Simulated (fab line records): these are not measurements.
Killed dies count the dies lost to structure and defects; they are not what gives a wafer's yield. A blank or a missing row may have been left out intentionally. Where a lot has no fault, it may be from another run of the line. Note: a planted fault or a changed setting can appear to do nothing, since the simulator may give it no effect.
fab line records	flow n5-finfet
record lots=24	wafers=72	last-day=22
route steps=1938 shown BEOL_M3@1012 BEOL_M4@1021
lots that met no fault: from a run of the same line without faults
start-h: the number of hours between the record's first day and the start of the first shown wafer of the lot	wait-h: hours since the lot's step before	" identical to the entry in the row above	L1.1+2: one row covering several wafers at once	- no value present, or no start provided	* or withheld: withheld	< > ~ a bound
route shown NAME@n: names a module that has steps shown in the file, with the first one's number in the route	usual: the fault-free wafers' mean and standard deviation	same: alike in all rows	chamber/n: place in a boat	sites: the reading at each site	_std_site: the values' standard deviation	_edge_site: outer sites' mean less inner sites'	radius-mm: how far each site lies from the wafer's centre	mask NAME#n: copy n	behind: the last tool/chamber to shape the wafer	hold: why the lot was held/for how many hours/how that ended	device: the n, p or np transistor that did not switch	end of line: the route-end tests of the same wafers	a step with no rows: only its recipe	killed: dies that structure and defects cost at the first sort, which is not the same as the wafer's yield	map: shows each die of a wafer: x if killed, . if not, _ if none is there
set.NAME: the run value of the setting; set.NAME@STEP: its run value at that earlier step	model.NAME: the simulator's own value behind a step, which no gauge read
one table for each step of the route and one row for each wafer, over a sample of lots
services: when a tool's chamber went out of use (start-h, in hours from the record's first day, below 0 if earlier), for how many hours, and the reason
## steps
# step N5_BEOL_M3_ANNEAL_51
# recipe temp-c=225	time-s=90	ambient=N2
# usual wafer_temp_C_max=226.03/0.26
lot.wafer	tool	chamber	start-h	wait-h	wafer_temp_C_max
L074.1	rtp-anneal-02	0	179.87	0.1	225.63
L074.3	"	0	"	"	225.96
L074.5	"	0	"	"	225.99
L075.2	rtp-anneal-01	0	187.81	0.1	226.44
L075.4	"	0	"	"	226.19
L075.5	"	0	"	"	226.04
L077.1	rtp-anneal-01	0	190.70	0.1	226.45
L077.4	"	0	"	"	226.05
L077.6	"	0	"	"	226.26
L076.4	rtp-anneal-01	0	192.63	0.2	225.68
L076.5	"	0	"	"	226.15
L076.6	"	0	"	"	225.87
L078.4	rtp-anneal-01	0	195.59	0.2	226.21
L078.5	"	0	"	"	226.12
L078.6	"	0	"	"	226.39
L079.1	rtp-anneal-01	0	199.11	0.1	226.23
L079.3	"	0	"	"	227.10
L079.4	"	0	"	"	226.28
L080.3	rtp-anneal-02	0	206.60	0.1	225.95
L080.4	"	0	"	"	225.53
L080.5	"	0	"	"	225.33
L081.1	rtp-anneal-02	0	216.14	0.1	225.83
L081.2	"	0	"	"	226.00
L081.4	"	0	"	"	225.96
L083.2	rtp-anneal-02	0	265.67	0.1	225.79
L083.3	"	0	"	"	226.06
L083.4	"	0	"	"	225.94
L084.4	rtp-anneal-01	0	291.24	0.2	225.81
L084.5	"	0	"	"	226.10
L084.6	"	0	"	"	225.90
L085.1	rtp-anneal-01	0	294.54	0.1	226.18
L085.2	"	0	"	"	225.97
L085.6	"	0	"	"	226.34
L086.3	rtp-anneal-02	0	307.85	0.2	226.19
L086.5	"	0	"	"	226.03
L086.6	"	0	"	"	225.92
L087.2	rtp-anneal-01	0	316.95	0.1	226.27
L087.4	"	0	"	"	226.00
L087.6	"	0	"	"	225.87
L088.2	rtp-anneal-02	0	323.17	0.1	226.10
L088.5	"	0	"	"	226.15
L088.6	"	0	"	"	226.08
L091.1	rtp-anneal-02	0	329.24	0.1	225.61
L091.2	"	0	"	"	225.71
L091.3	"	0	"	"	225.67
L092.1	rtp-anneal-02	0	331.08	0.1	226.18
L092.2	"	0	"	"	225.50
L092.5	"	0	"	"	225.50
L090.3	rtp-anneal-01	0	331.11	0.1	225.78
L090.5	"	0	"	"	225.84
L090.6	"	0	"	"	225.81
L094.1	rtp-anneal-01	0	333.98	0.1	226.13
L094.5	"	0	"	"	225.69
L094.6	"	0	"	"	225.87
L089.1	rtp-anneal-02	0	333.99	0.1	226.38
L089.2	"	0	"	"	226.00
L089.3	"	0	"	"	226.31
L093.1	rtp-anneal-02	0	335.82	0.1	226.32
L093.4	"	0	"	"	225.87
L093.5	"	0	"	"	225.81
L095.4	rtp-anneal-01	0	339.55	0.2	225.97
L095.5	"	0	"	"	226.00
L095.6	"	0	"	"	225.90
L082.1	rtp-anneal-01	0	343.76	0.1	226.46
L082.3	"	0	"	"	226.33
L082.6	"	0	"	"	226.21
L096.3	rtp-anneal-01	0	346.04	0.1	225.61
L096.4	"	0	"	"	226.08
L096.6	"	0	"	"	225.78
L097.3	rtp-anneal-01	0	349.10	0.1	225.81
L097.4	"	0	"	"	226.06
L097.5	"	0	"	"	225.71
# step N5_BEOL_M3_CMP_52
# recipe stop-on=SiOC	t-overpolish-s=6.8	down-force-psi=1	platen-rpm=50	clearing-platen-down-force-psi=1.5	clearing-platen-rpm=50	post-cmp-clean=cu-alkaline	target-thk-nm=40	clearing-platen-pad-velocity-m-s=0.99484	pad-velocity-m-s=0.99484
# usual barrier-field-endpoint-s=24.8/0.67	clearing-platen-down-force-psi=1.5001/0.0027	motor-current-A=6.1/0.67	overpolish-run-s=6.800/0.009	time-to-endpoint-s=63.3/3
lot.wafer	tool	chamber	start-h	wait-h	barrier-field-endpoint-s	clearing-platen-down-force-psi	motor-current-A	overpolish-run-s	time-to-endpoint-s
L074.3	cmp-01	3	180.18	0.2	24.1	1.4995	7.2	6.798	59.5
L074.1	"	1	"	"	23.7	1.4977	4.8	6.814	57.8
L074.5	"	0	"	"	23.4	1.4968	6.5	6.800	59.6
L075.2	cmp-03	0	188.17	0.3	24.8	1.5026	5.8	6.806	62.6
L075.4	"	1	"	"	24.6	1.5015	6.3	6.796	62.2
L075.5	"	3	"	"	25.6	1.4988	6.2	6.818	64.2
L077.1	cmp-01	1	191.13	0.4	24.4	1.4991	4.8	6.809	63.0
L077.4	"	2	"	"	24.9	1.5032	6.6	6.799	64.0
L077.6	"	0	"	"	24.8	1.5036	6.2	6.808	64.6
L076.4	cmp-03	3	192.83	0.2	24.8	1.5042	6.3	6.818	62.8
L076.5	"	2	"	"	24.2	1.5002	5.3	6.806	62.7
L076.6	"	3	"	"	25.0	1.5042	6.5	6.810	62.5
L078.4	cmp-03	2	195.95	0.3	24.9	1.5059	5.3	6.797	63.7
L078.6	"	0	"	"	25.5	1.4924	5.8	6.805	63.6
L078.5	"	1	"	"	25.1	1.5022	6.4	6.809	63.0
L079.4	cmp-01	2	199.47	0.2	24.1	1.4974	6.6	6.806	60.8
L079.3	"	3	"	"	25.3	1.4950	6.5	6.795	65.9
L079.1	"	0	"	"	24.6	1.4946	6.3	6.819	63.4
L080.3	cmp-01	3	206.81	0.2	24.4	1.5000	6.7	6.801	63.6
L080.4	"	2	"	"	23.8	1.5001	7.2	6.788	61.6
L080.5	"	0	"	"	24.6	1.4956	6.5	6.793	62.0
L081.4	cmp-03	1	216.48	0.2	25.4	1.4991	6.3	6.800	66.1
L081.2	"	2	"	"	24.8	1.5003	5.6	6.800	63.5
L081.1	"	3	"	"	25.1	1.5021	6.4	6.789	64.3
L083.2	cmp-02	1	265.92	0.2	25.8	1.5021	6.2	6.793	70.4
L083.4	"	2	"	"	25.8	1.5028	6.8	6.803	66.0
L083.3	"	0	"	"	25.2	1.4986	5.9	6.814	67.5
L084.4	cmp-02	3	291.48	0.2	25.3	1.5032	5.2	6.812	62.8
L084.5	"	1	"	"	25.0	1.5028	6.0	6.793	65.6
L084.6	"	2	"	"	26.1	1.5030	7.0	6.785	64.4
L085.1	cmp-03	0	294.87	0.3	24.2	1.4981	5.9	6.827	61.1
L085.2	"	2	"	"	23.9	1.4964	5.5	6.815	57.3
L085.6	"	3	"	"	24.3	1.4977	6.4	6.799	60.0
L086.3	cmp-01	1	308.18	0.3	24.6	1.5021	4.9	6.810	63.5
L086.6	"	2	"	"	25.0	1.5021	6.9	6.804	65.2
L086.5	"	3	"	"	24.3	1.5009	6.7	6.803	66.7
L087.4	cmp-01	2	317.20	0.1	24.9	1.4988	6.8	6.802	63.2
L087.2	"	3	"	"	24.9	1.5062	6.9	6.799	67.9
L087.6	"	3	"	"	25.3	1.5005	6.8	6.802	66.5
L088.2	cmp-01	2	323.49	0.3	25.0	1.4990	7.0	6.808	67.9
L088.5	"	0	"	"	25.6	1.5005	6.4	6.800	67.3
L088.6	"	1	"	"	25.3	1.4967	4.9	6.805	64.3
L091.3	cmp-01	0	329.53	0.2	25.1	1.5006	6.2	6.801	64.8
L091.1	"	1	"	"	25.1	1.5027	4.9	6.799	64.7
L091.2	"	3	"	"	24.9	1.4957	6.6	6.807	68.6
L090.3	cmp-02	3	331.43	0.3	23.9	1.5028	5.0	6.781	57.7
L090.5	"	0	"	"	24.7	1.4988	6.3	6.795	60.9
L090.6	"	1	"	"	24.5	1.4996	6.0	6.811	61.4
L092.1	cmp-01	3	331.45	0.3	26.3	1.5018	6.5	6.796	66.8
L092.2	"	0	"	"	24.9	1.4971	6.2	6.794	66.2
L092.5	"	2	"	"	25.3	1.4973	7.3	6.820	66.9
L094.1	cmp-03	2	334.27	0.3	24.8	1.4931	5.6	6.806	58.1
L094.5	"	2	"	"	24.6	1.4943	5.6	6.810	59.4
L094.6	"	3	"	"	25.4	1.5020	6.6	6.800	62.0
L089.1	cmp-01	1	334.29	0.3	24.5	1.5021	4.6	6.785	65.1
L089.3	"	2	"	"	25.0	1.5012	6.8	6.792	63.3
L089.2	"	0	"	"	24.4	1.5059	6.2	6.808	63.3
L093.1	cmp-02	2	336.11	0.3	25.0	1.4996	6.9	6.787	61.4
L093.4	"	3	"	"	25.1	1.4976	5.0	6.797	59.7
L093.5	"	2	"	"	25.5	1.5022	6.6	6.798	62.3
L095.4	cmp-02	0	339.78	0.2	24.6	1.5001	6.3	6.799	64.9
L095.6	"	0	"	"	25.3	1.5010	6.0	6.790	66.8
L095.5	"	1	"	"	25.8	1.5015	6.7	6.787	70.9
L082.3	cmp-02	1	344.13	0.2	26.0	1.4946	6.6	6.792	66.5
L082.1	"	2	"	"	24.6	1.4982	6.8	6.813	62.0
L082.6	"	3	"	"	24.9	1.5015	5.2	6.801	60.0
L096.3	cmp-03	1	346.26	0.2	23.9	1.5017	5.9	6.802	63.4
L096.4	"	3	"	"	23.8	1.5012	6.1	6.803	59.0
L096.6	"	1	"	"	24.2	1.5030	6.3	6.795	60.6
L097.4	cmp-03	1	349.31	0.1	23.5	1.4974	6.1	6.792	61.1
L097.3	"	3	"	"	22.5	1.5004	6.6	6.811	57.1
L097.5	"	1	"	"	24.2	1.4937	6.1	6.777	61.3
# step N5_BEOL_M4_ILD_DEP_00
# recipe material=SiOC	target-thk-a=790	temp-c=350	precursor=DEMS/O2	pressure-torr=5	rf-w=500	time-s=15.3
# usual heater-power-w=457/51	showerhead-plenum-p-Torr=5.688/0.013	throttle-valve-pct=12.0/0.4
lot.wafer	tool	chamber	start-h	wait-h	heater-power-w	showerhead-plenum-p-Torr	throttle-valve-pct
L074.1	pecvd-03	0	180.80	0.0	460	5.686	12.1
L074.3	"	1	"	"	479	5.666	12.3
L074.5	"	1	"	"	470	5.683	12.3
L075.2	pecvd-03	1	188.96	0.0	495	5.652	12.3
L075.4	"	0	"	"	473	5.692	12.2
L075.5	"	1	"	"	518	5.663	12.4
L077.1	pecvd-02	0	191.71	0.0	555	5.703	12.2
L077.4	"	0	"	"	563	5.697	12.3
L077.6	"	2	"	"	427	5.673	11.7
L076.4	pecvd-04	1	193.46	0.1	384	5.700	11.8
L076.5	"	0	"	"	485	5.685	12.1
L076.6	"	2	"	"	368	5.690	11.8
L078.4	pecvd-03	1	196.51	0.1	513	5.674	12.6
L078.5	"	2	"	"	437	5.694	12.6
L078.6	"	0	"	"	526	5.700	12.2
L079.1	pecvd-03	1	200.15	0.0	481	5.678	12.3
L079.3	"	2	"	"	493	5.697	12.5
L079.4	"	1	"	"	481	5.686	12.4
L080.3	pecvd-03	0	207.44	0.1	453	5.693	12.2
L080.4	"	1	"	"	477	5.669	12.2
L080.5	"	1	"	"	474	5.667	12.3
L081.1	pecvd-02	2	217.13	0.0	466	5.675	11.7
L081.2	"	1	"	"	414	5.693	11.5
L081.4	"	2	"	"	372	5.683	11.6
L083.2	pecvd-03	2	266.54	0.0	463	5.691	11.2
L083.3	"	1	"	"	478	5.679	12.2
L083.4	"	1	"	"	486	5.682	12.1
L084.4	pecvd-02	2	292.05	0.1	460	5.680	12.0
L084.5	"	1	"	"	389	5.697	12.0
L084.6	"	2	"	"	492	5.679	11.9
L085.1	pecvd-04	2	295.48	0.0	394	5.683	12.3
L085.2	"	0	"	"	477	5.675	12.3
L085.6	"	2	"	"	402	5.680	12.0
L086.3	pecvd-04	2	308.68	0.0	342	5.692	12.1
L086.5	"	1	"	"	428	5.703	11.6
L086.6	"	0	"	"	440	5.677	12.1
L087.2	pecvd-03	1	317.82	0.0	427	5.673	12.4
L087.4	"	0	"	"	507	5.692	12.2
L087.6	"	2	"	"	493	5.687	11.4
L088.2	pecvd-02	0	324.03	0.0	532	5.700	12.3
L088.5	"	1	"	"	415	5.684	11.8
L088.6	"	0	"	"	521	5.698	12.4
L091.1	pecvd-03	2	330.15	0.0	434	5.677	11.3
L091.2	"	1	"	"	455	5.661	12.1
L091.3	"	0	"	"	449	5.689	12.5
L090.3	pecvd-03	1	331.93	0.0	455	5.680	12.3
L090.5	"	1	"	"	468	5.659	12.2
L090.6	"	0	"	"	465	5.696	12.3
L092.1	pecvd-02	1	332.02	0.0	418	5.707	11.5
L092.2	"	0	"	"	579	5.692	12.2
L092.5	"	1	"	"	420	5.672	11.5
L094.1	pecvd-03	2	334.89	0.0	456	5.690	11.0
L094.5	"	0	"	"	448	5.685	12.3
L094.6	"	1	"	"	456	5.683	12.3
L089.1	pecvd-04	1	334.99	0.0	387	5.706	11.7
L089.2	"	2	"	"	374	5.705	12.0
L089.3	"	0	"	"	461	5.669	12.4
L093.1	pecvd-04	2	336.76	0.0	405	5.670	12.1
L093.4	"	0	"	"	444	5.675	12.1
L093.5	"	2	"	"	402	5.680	12.2
L095.4	pecvd-02	0	340.98	0.1	529	5.699	12.1
L095.5	"	1	"	"	417	5.696	11.7
L095.6	"	0	"	"	536	5.695	12.3
L082.1	pecvd-03	1	344.75	0.0	457	5.663	12.2
L082.3	"	2	"	"	475	5.681	11.0
L082.6	"	2	"	"	484	5.685	11.1
L096.3	pecvd-02	0	346.89	0.1	546	5.705	12.4
L096.4	"	1	"	"	391	5.684	11.8
L096.6	"	1	"	"	404	5.694	11.9
L097.3	pecvd-03	0	349.96	0.0	523	5.700	12.3
L097.4	"	1	"	"	506	5.680	12.4
L097.5	"	2	"	"	440	5.686	11.6
# step N5_BEOL_M4_OVL_MEAS_12
# recipe points-per-wafer=522
# usual M4_OVL=-0.7/0.58
lot.wafer	tool	chamber	start-h	wait-h	M4_OVL[nm]
L074.1	overlay-02	0	181.85	0.0	-0.7
L074.3	"	0	"	"	-0.6
L074.5	"	0	"	"	-1.2
L075.2	overlay-01	0	191.21	0.0	-1.3
L075.4	"	0	"	"	-1.1
L075.5	"	0	"	"	-0.8
L077.1	overlay-01	0	192.89	0.0	-1.0
L077.4	"	0	"	"	-0.8
L077.6	"	0	"	"	-0.2
L076.4	overlay-01	0	195.94	0.0	-0.5
L076.5	"	0	"	"	-1.6
L076.6	"	0	"	"	-0.5
L078.4	overlay-02	0	198.45	0.0	-0.5
L078.5	"	0	"	"	-1.7
L078.6	"	0	"	"	-1.4
L079.1	overlay-02	0	200.90	0.0	-0.9
L079.3	"	0	"	"	-1.6
L079.4	"	0	"	"	-0.6
L080.3	overlay-01	0	210.07	0.0	0.1
L080.4	"	0	"	"	-0.4
L080.5	"	0	"	"	-1.7
L081.1	overlay-02	0	217.97	0.0	-0.8
L081.2	"	0	"	"	-0.1
L081.4	"	0	"	"	-0.5
L083.2	overlay-01	0	267.18	0.0	-0.3
L083.3	"	0	"	"	-1.8
L083.4	"	0	"	"	-0.8
L084.4	overlay-01	0	292.71	0.0	0.0
L084.5	"	0	"	"	0.3
L084.6	"	0	"	"	-0.1
L085.1	overlay-02	0	296.07	0.0	-0.6
L085.2	"	0	"	"	0.2
L085.6	"	0	"	"	0.1
L086.3	overlay-01	0	311.05	0.0	-0.3
L086.5	"	0	"	"	-0.4
L086.6	"	0	"	"	-0.4
L087.2	overlay-02	0	318.98	0.0	-1.0
L087.4	"	0	"	"	-1.2
L087.6	"	0	"	"	-0.8
L088.2	overlay-01	0	324.63	0.0	0.1
L088.5	"	0	"	"	0.0
L088.6	"	0	"	"	0.2
L091.1	overlay-01	0	331.75	0.0	0.0
L091.2	"	0	"	"	-1.0
L091.3	"	0	"	"	-0.2
L090.3	overlay-02	0	334.80	0.0	-0.8
L090.5	"	0	"	"	-0.7
L090.6	"	0	"	"	0.5
L092.1	overlay-01	0	334.96	0.0	-1.1
L092.2	"	0	"	"	-0.6
L092.5	"	0	"	"	-0.7
L094.1	overlay-01	0	335.73	0.0	-0.1
L094.5	"	0	"	"	-0.5
L094.6	"	0	"	"	-1.3
L089.1	overlay-01	0	335.90	0.0	-1.0
L089.2	"	0	"	"	-0.9
L089.3	"	0	"	"	-1.5
L093.1	overlay-02	0	338.93	0.0	-0.4
L093.4	"	0	"	"	-0.7
L093.5	"	0	"	"	-1.3
L095.4	overlay-01	0	342.84	0.0	-2.0
L095.5	"	0	"	"	-0.3
L095.6	"	0	"	"	-1.7
L082.1	overlay-01	0	346.26	0.0	-1.9
L082.3	"	0	"	"	-1.2
L082.6	"	0	"	"	0.1
L096.3	overlay-01	0	347.71	0.0	-0.9
L096.4	"	0	"	"	-0.2
L096.6	"	0	"	"	-0.4
L097.3	overlay-02	0	350.58	0.0	-0.8
L097.4	"	0	"	"	-0.1
L097.5	"	0	"	"	-0.7
# step N5_BEOL_M4_CD_MEAS_18
# recipe pitch-nm=36	target-cd-nm=18
# usual cd-nm=18.09/0.28
lot.wafer	tool	chamber	start-h	wait-h	cd-nm
L074.1	cd-sem-03	-	182.42	0.0	17.81
L074.3	"	-	"	"	18.28
L074.5	"	-	"	"	18.05
L075.2	cd-sem-03	-	191.82	0.1	17.26
L075.4	"	-	"	"	17.56
L075.5	"	-	"	"	18.26
L077.1	cd-sem-01	-	193.70	0.0	17.83
L077.4	"	-	"	"	18.61
L077.6	"	-	"	"	17.88
L076.4	cd-sem-02	-	196.71	0.1	18.27
L076.5	"	-	"	"	17.89
L076.6	"	-	"	"	17.89
L078.4	cd-sem-03	-	198.99	0.1	18.09
L078.5	"	-	"	"	18.10
L078.6	"	-	"	"	17.83
L079.1	cd-sem-01	-	201.44	0.0	18.26
L079.3	"	-	"	"	18.36
L079.4	"	-	"	"	17.97
L080.3	cd-sem-02	-	210.59	0.1	18.39
L080.4	"	-	"	"	17.62
L080.5	"	-	"	"	18.15
L081.1	cd-sem-03	-	218.56	0.0	18.36
L081.2	"	-	"	"	17.88
L081.4	"	-	"	"	17.88
L083.2	cd-sem-01	-	267.70	0.1	18.15
L083.3	"	-	"	"	18.65
L083.4	"	-	"	"	18.11
L084.4	cd-sem-01	-	293.26	0.1	18.26
L084.5	"	-	"	"	17.62
L084.6	"	-	"	"	17.71
L085.1	cd-sem-02	-	296.71	0.0	18.43
L085.2	"	-	"	"	18.52
L085.6	"	-	"	"	18.33
L086.3	cd-sem-01	-	311.68	0.1	18.42
L086.5	"	-	"	"	17.91
L086.6	"	-	"	"	18.19
L087.2	cd-sem-03	-	319.75	0.1	18.22
L087.4	"	-	"	"	18.19
L087.6	"	-	"	"	18.38
L088.2	cd-sem-03	-	325.15	0.1	17.89
L088.5	"	-	"	"	18.27
L088.6	"	-	"	"	17.71
L091.1	cd-sem-01	-	332.29	0.0	18.15
L091.2	"	-	"	"	18.28
L091.3	"	-	"	"	17.78
L090.3	cd-sem-01	-	335.42	0.1	18.23
L090.5	"	-	"	"	18.27
L090.6	"	-	"	"	18.29
L092.1	cd-sem-03	-	335.55	0.0	18.27
L092.2	"	-	"	"	18.13
L092.5	"	-	"	"	17.99
L094.1	cd-sem-03	-	336.29	0.0	18.17
L094.5	"	-	"	"	18.05
L094.6	"	-	"	"	17.95
L089.1	cd-sem-01	-	336.42	0.0	17.95
L089.2	"	-	"	"	18.39
L089.3	"	-	"	"	17.84
L093.1	cd-sem-02	-	339.45	0.0	17.99
L093.4	"	-	"	"	18.48
L093.5	"	-	"	"	18.34
L095.4	cd-sem-01	-	343.35	0.1	17.70
L095.5	"	-	"	"	17.65
L095.6	"	-	"	"	17.86
L082.1	cd-sem-02	-	347.03	0.0	18.79
L082.3	"	-	"	"	18.44
L082.6	"	-	"	"	18.59
L096.3	cd-sem-03	-	348.22	0.1	18.22
L096.4	"	-	"	"	18.03
L096.6	"	-	"	"	18.05
L097.3	cd-sem-01	-	351.10	0.1	17.82
L097.4	"	-	"	"	18.46
L097.5	"	-	"	"	17.98
# step N5_BEOL_M4_OVL_MEAS_29
# recipe points-per-wafer=522
# usual V3_OVL=-0.6/0.58
lot.wafer	tool	chamber	start-h	wait-h	V3_OVL[nm]
L074.1	overlay-01	0	182.77	0.0	-0.7
L074.3	"	0	"	"	-1.1
L074.5	"	0	"	"	-0.9
L075.2	overlay-02	0	192.17	0.0	-1.2
L075.4	"	0	"	"	-0.2
L075.5	"	0	"	"	-0.4
L077.1	overlay-01	0	194.17	0.0	-0.4
L077.4	"	0	"	"	-2.3
L077.6	"	0	"	"	-0.4
L076.4	overlay-01	0	197.20	0.0	-0.9
L076.5	"	0	"	"	-1.5
L076.6	"	0	"	"	0.0
L078.4	overlay-01	0	199.35	0.0	-0.3
L078.5	"	0	"	"	0.1
L078.6	"	0	"	"	-1.3
L079.1	overlay-01	0	201.91	0.0	0.4
L079.3	"	0	"	"	0.0
L079.4	"	0	"	"	-0.2
L080.3	overlay-02	0	211.08	0.0	-1.3
L080.4	"	0	"	"	-0.9
L080.5	"	0	"	"	-1.3
L081.1	overlay-02	0	218.90	0.0	-0.3
L081.2	"	0	"	"	-0.1
L081.4	"	0	"	"	-0.3
L083.2	overlay-02	0	268.18	0.0	-0.9
L083.3	"	0	"	"	-0.4
L083.4	"	0	"	"	-0.1
L084.4	overlay-01	0	293.62	0.0	0.9
L084.5	"	0	"	"	-1.0
L084.6	"	0	"	"	-0.2
L085.1	overlay-01	0	297.06	0.0	0.2
L085.2	"	0	"	"	-0.6
L085.6	"	0	"	"	-0.4
L086.3	overlay-02	0	312.04	0.0	-0.2
L086.5	"	0	"	"	0.5
L086.6	"	0	"	"	-0.6
L087.2	overlay-01	0	320.23	0.0	-0.6
L087.4	"	0	"	"	-0.3
L087.6	"	0	"	"	-1.1
L088.2	overlay-01	0	325.50	0.0	-0.7
L088.5	"	0	"	"	-0.8
L088.6	"	0	"	"	-1.0
L091.1	overlay-01	0	332.76	0.0	-0.3
L091.2	"	0	"	"	-0.1
L091.3	"	0	"	"	-1.5
L090.3	overlay-02	0	335.78	0.0	-0.6
L090.5	"	0	"	"	0.0
L090.6	"	0	"	"	-0.7
L092.1	overlay-02	0	336.02	0.0	0.0
L092.2	"	0	"	"	-0.6
L092.5	"	0	"	"	-0.6
L094.1	overlay-01	0	336.64	0.0	-0.2
L094.5	"	0	"	"	-0.5
L094.6	"	0	"	"	-1.6
L089.1	overlay-01	0	336.90	0.0	-0.6
L089.2	"	0	"	"	0.4
L089.3	"	0	"	"	-0.5
L093.1	overlay-02	0	339.80	0.0	-0.7
L093.4	"	0	"	"	-1.1
L093.5	"	0	"	"	-1.7
L095.4	overlay-02	0	343.84	0.0	-0.8
L095.5	"	0	"	"	0.2
L095.6	"	0	"	"	-0.3
L082.1	overlay-01	0	347.38	0.0	-0.7
L082.3	"	0	"	"	-1.2
L082.6	"	0	"	"	0.1
L096.3	overlay-02	0	348.71	0.0	0.0
L096.4	"	0	"	"	-0.3
L096.6	"	0	"	"	-1.4
L097.3	overlay-01	0	351.58	0.0	-1.4
L097.4	"	0	"	"	-0.6
L097.5	"	0	"	"	-1.2
## services
tool	chamber	start-h	hours	kind
cmp-02	-	163.22	4.0	repair
rtp-anneal-02	-	164.30	4.1	pm
cmp-02	-	183.58	18.2	repair
rtp-anneal-02	-	188.01	0.9	repair
pecvd-03	2	201.11	2.1	scheduled-down
pecvd-03	2	203.24	-	clean
rtp-anneal-01	-	206.08	1.2	pm
cmp-02	-	215.05	3.4	repair
cmp-02	-	230.85	4.1	repair
cmp-03	-	235.38	10.9	pm
cmp-03	-	255.03	0.4	repair
cmp-02	-	255.54	4.1	repair
cmp-03	-	270.86	1.0	repair
pecvd-02	0	274.67	30.8	repair
cmp-01	-	278.77	2.6	repair
cmp-02	-	291.63	4.0	pm
cmp-02	-	295.98	4.2	pm
cmp-01	-	298.90	1.8	repair
cmp-03	-	303.08	2.8	repair
cmp-02	-	303.40	0.6	repair
cmp-03	-	313.46	4.0	pm
cmp-03	-	336.82	3.6	repair
pecvd-02	2	337.97	16.0	repair
pecvd-04	-	343.78	0.7	repair
## key
fault none
